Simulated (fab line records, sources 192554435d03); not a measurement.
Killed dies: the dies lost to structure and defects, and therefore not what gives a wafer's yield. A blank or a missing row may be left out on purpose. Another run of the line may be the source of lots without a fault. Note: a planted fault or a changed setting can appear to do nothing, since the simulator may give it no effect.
2 desks looking at one fault -- flow n5Finfet -- only its own numbers are on each desk; what lay behind them is given at the end

## FOR THE TOOL OWNER'S DESK: rieSi-05
The tool's own readings at N5_SD_EPI_P_SD_RECESS_17 (chemistry HBr/Cl2/O2, target depth 39.1 nm, bt time 3 s): means of the sampled wafers that have a number, for each lot that ran on this tool. Any lot whose mean is over 4 standard deviations away from the usual mean is out of limits and marked OUT; that distance is given in the brackets.
Columns: A = drypumpMotorCurrentA at N5_SD_EPI_P_SD_RECESS_17, usual 5.86 A; B = oesProductAu at N5_SD_EPI_P_SD_RECESS_17, usual 1.000 a.u.; C = throttleValvePct at N5_SD_EPI_P_SD_RECESS_17, usual 37.1 %
lot,first seen here,A,B,C
L359,day 3 18:12,5.67,0.989,37.4
L360,day 4 02:18,5.81,1.019,37.1
L362,day 4 14:02,5.71,0.999,37.3
L363,day 4 21:43,5.80,1.014,37.2
L364,day 5 01:41,5.69,1.000,37.4
L365,day 5 05:31,5.72,0.998,37.3
L379,day 9 01:04,5.69,1.009,37.2
This desk found nothing out of limits on any of the 7 lots.

## AT THE METROLOGY DESK
Means of the sampled wafers that have a number, per lot and without regard to the tool the lot ran on: this is what the gauges read. Any lot whose mean is over 4 standard deviations away from the usual mean is out of limits and marked OUT; that distance is given in the brackets. Readings shown: 7 out of 13 (the first out of limits, and those lying furthest out on some lot).
Columns: A = DIBL_P at N5_BEOL_M4_RC_MEAS_101, usual 36.3 mV/V; B = IOFF_P at N5_BEOL_M4_RC_MEAS_101, usual 0.210 nA/um; C = IOFF_P_85C at N5_BEOL_M4_RC_MEAS_101, usual 3.6 nA/um; D = IOFF_P_LIN at N5_BEOL_M4_RC_MEAS_101, usual 0.100 nA/um; E = ION_P at N5_BEOL_M4_RC_MEAS_101, usual 465 uA/um; F = SS_P at N5_BEOL_M4_RC_MEAS_101, usual 73.2 mV/dec; G = VT_P_LVT at N5_BEOL_M4_RC_MEAS_101, usual -99.0 mV
lot,first seen here,A,B,C,D,E,F,G
L357,day 7 14:26,37.0,0.206,3.6,0.096,464,73.0,-100.8
L359,day 7 20:34,36.3,0.230,3.9,0.108,473,73.4,-96.1
L360,day 8 20:08,34.7,0.189,3.3,0.093,464,73.0,-100.1
L362,day 9 14:22,36.4,0.187,3.3,0.091,460,73.7,-100.8
L363,day 10 00:17,40.3,0.443 (+8.0) OUT,6.7 (+7.5) OUT,0.131,483,76.6 (+6.4) OUT,-94.3
L364,day 10 17:09,39.1,0.355 (+5.0) OUT,5.6 (+4.8) OUT,0.104,472,75.8 (+4.9) OUT,-99.2
L365,day 10 17:23,37.8,0.377 (+5.8) OUT,5.9 (+5.6) OUT,0.134,481,75.1,-92.1
L368,day 11 13:34,36.3,0.236,4.0,0.108,469,73.4,-96.8
L372,day 12 01:39,37.3,0.264,4.4,0.120,475,73.6,-94.2
L379,day 14 17:31,36.7,0.215,3.7,0.099,466,73.5,-98.2
Per this desk, out of limits: L363, L364, L365; the first was L363, day 10 00:17 (IOFF_P at N5_BEOL_M4_RC_MEAS_101). L357, L359, L360, L362, L368, L372, L379 stayed within limits.

## PUT TOGETHER
On L363, L364, L365, the metrology desk was in a position to raise an alarm at day 10 00:17.
The desk of the tool owner found nothing out of limits.
On record at the tool owner's desk: L363, L364, L365, within its limits.
Every lot named ran N5_SD_EPI_P_SD_RECESS_17 on rieSi-05.

## WHAT THE SIMULATOR PUT IN
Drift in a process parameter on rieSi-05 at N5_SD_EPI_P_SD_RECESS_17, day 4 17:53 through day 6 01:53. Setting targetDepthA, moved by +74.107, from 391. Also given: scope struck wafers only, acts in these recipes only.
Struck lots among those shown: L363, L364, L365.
Delay in hours, fault start to first out-of-limits reading, per desk: metrology desk 126.
